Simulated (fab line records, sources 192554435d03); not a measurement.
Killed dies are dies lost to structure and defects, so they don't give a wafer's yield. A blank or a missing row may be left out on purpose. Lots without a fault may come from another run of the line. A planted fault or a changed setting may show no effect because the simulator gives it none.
Problem report in the 8D (eight disciplines) form, filled by code | flow n5_finfet | the parts of the form that need people (team, actions taken, sign-off) are left out

1. THE PROBLEM
raw_defect_count at N5_BEOL_M1_INSPECT_13 reads a mean of 1503 on 3 wafers of 2 lots; wafers without a fault read 402 with a standard deviation of 81. That is +14 standard deviations from the usual mean.
The step: inspects for defects (brightfield).
First seen on wafer L515.6, day 8 04:49, on defect_inspect-01. The record holds 27 wafers of 9 lots with a number at this step. Rule for "out", or "out of limits": more than 4 standard deviations from the usual mean. The other wafers with a number count as sound.

2. WHAT IT IS AND WHAT IT IS NOT
question                    | is                                   | is not
which readings at this step | raw_defect_count                     | -
which lots                  | L515, L516                           | L506, L508, L509, L510, L525, L526, L527
which wafers of those lots  | L515.6, L516.1, L516.4               | L515.2, L515.3, L516.3
read on which gauges        | defect_inspect-01, defect_inspect-02 | -
when                        | from day 8 04:49                     | up to then (14 sound wafers); but 10 sound wafers of L516, L525, L526, L527 came after

3. SUSPECTS, AND WHAT RULES EACH OUT
Counting: a tool at a process step up to the reading stays a suspect if it ran every lot that is out. Sound lots after the first of them don't rule it out here, since some wafers of a struck lot are sound.
- the gauge at N5_BEOL_M1_INSPECT_13: ruled out. The wafers that are out were read on 2 gauges (defect_inspect-01, defect_inspect-02).
- pecvd-03 at N5_BEOL_M1_PECVD_72 (deposits SiO2 from TEOS/O2, target thk 16 nm, time 18 s): kept. It ran every lot that is out, first L515 (day 8 03:58); its last sound lot up to then is L509 (day 7 02:01).
- Within pecvd-03 at N5_BEOL_M1_PECVD_72: the wafers that are out ran in chamber 1; their sound lot-mates ran in chambers 0, 2.
Left after counting: pecvd-03 at N5_BEOL_M1_PECVD_72.

4. THE CAUSE (what the simulator had put in)
Chamber particle source: pecvd-03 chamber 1, from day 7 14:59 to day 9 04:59, at N5_BEOL_M1_PECVD_72. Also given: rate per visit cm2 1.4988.
Counting left only this tool.

5. THE CHAIN OF EFFECTS, in route order
Each row: a reading whose mean over the struck wafers that have a number lies more than 3 standard deviations from the usual. Only readings for which the record gives a usual standard deviation are gone through. hours: the time from each lot's start at the first step in this table that gives one to its start at this step, as a median over the lots. sigmas: the change in usual standard deviations.
hours | step                    | reading              | usual  | on struck wafers | change | sigmas
0     | N5_BEOL_M1_INSPECT_13   | raw_defect_count     | 402    | 1503             | +1101  | +14
227   | N5_PASSIVATION_PROBE_49 | defect_limited_yield | 90.9 % | 83.4             | -7.5   | -5.4
227   | N5_PASSIVATION_PROBE_49 | killed_at_M0_to_M3   | 38     | 126              | +88    | +8.0
227   | N5_PASSIVATION_PROBE_49 | killed_dies          | 107    | 196              | +89    | +5.6
227   | N5_PASSIVATION_PROBE_49 | killed_on_rim        | 14     | 33               | +19    | +5.3
227   | N5_PASSIVATION_PROBE_49 | sort_bin_5_function  | 5.3 %  | 9.3              | +4.0   | +4.3
227   | N5_PASSIVATION_PROBE_49 | sort_n_pass          | 1073   | 984              | -89    | -5.6
227   | N5_PASSIVATION_PROBE_49 | sort_yield_pct       | 90.9 % | 83.4             | -7.5   | -5.4
The process steps in it:
- N5_PASSIVATION_PROBE_49
Later measuring or inspecting steps at which every struck wafer that the step has a row for has a number for every such reading, and none has moved that far: N5_BEOL_M1_CD_MEAS_18, N5_BEOL_M4_RC_MEAS_101.

6. WHAT WOULD HAVE CAUGHT IT SOONER
In this record the first reading out of limits at a measuring or inspecting step was taken at day 8 04:49, 14 hours after the fault began at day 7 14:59.
Of the tool readings at N5_BEOL_M1_PECVD_72 for which the record gives a usual standard deviation, none was out on any struck wafer, so an alarm limit of 4 standard deviations on them would not have fired.
Of the lots that are out (2), L516 began N5_BEOL_M1_PECVD_72 on pecvd-03 after day 8 04:49. A hold on the tool at that time would have spared it.
